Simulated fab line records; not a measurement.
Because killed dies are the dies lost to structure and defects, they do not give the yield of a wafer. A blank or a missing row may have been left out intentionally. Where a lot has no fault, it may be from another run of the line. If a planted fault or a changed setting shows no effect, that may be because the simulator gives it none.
Chamber matching -- flow nand harc -- NHARC_A_STAIRCASE_DESCUM_252 on rie diel-05: 4 sister chambers
The step chemistry O2, time 3 s. 4 wafers are shown with their chamber, then 7 later ones without.

== EACH WAFER AND ITS CHAMBER ==
wafer,chamber,showerhead plenum p Torr (Torr)
L074.1,2,1.93
L079.1,0,2.04
L080.2,1,2.02
L080.5,3,1.93

== WAFERS WHOSE CHAMBER IS MISSING ==
wafer,showerhead plenum p Torr (Torr)
L080.6,1.92
L082.1,1.93
L082.3,2.04
L082.6,2.02
L087.1,1.91
L087.4,2.01
L087.6,1.93

== WHICH CHAMBER EACH WENT THROUGH ==
wafer,from the rows above,in truth
L080.6,can't be placed: 2 or 3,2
L082.1,can't be placed: 2 or 3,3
L082.3,0,0
L082.6,1,1
L087.1,can't be placed: 2 or 3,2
L087.4,1,1
L087.6,can't be placed: 2 or 3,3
Correctly placed: 3 of 7. Cannot be placed on the basis of these rows: 4; the candidates contain the true chamber in 4. Placed wrongly: 0.
How it was worked out, from the rows above alone: a wafer's distance from a chamber is the root of the sum, over the readings, of the square of ((its reading less the chamber's mean) divided by the reading's scatter). The wafer belongs to the nearest chamber; if the next one is less than 2 further off, it can't be placed. Each chamber's mean is taken over the wafers shown for it. The scatter: with one shown wafer a chamber, the root of the mean of the squares of how far each hidden wafer lies from its nearest shown one.
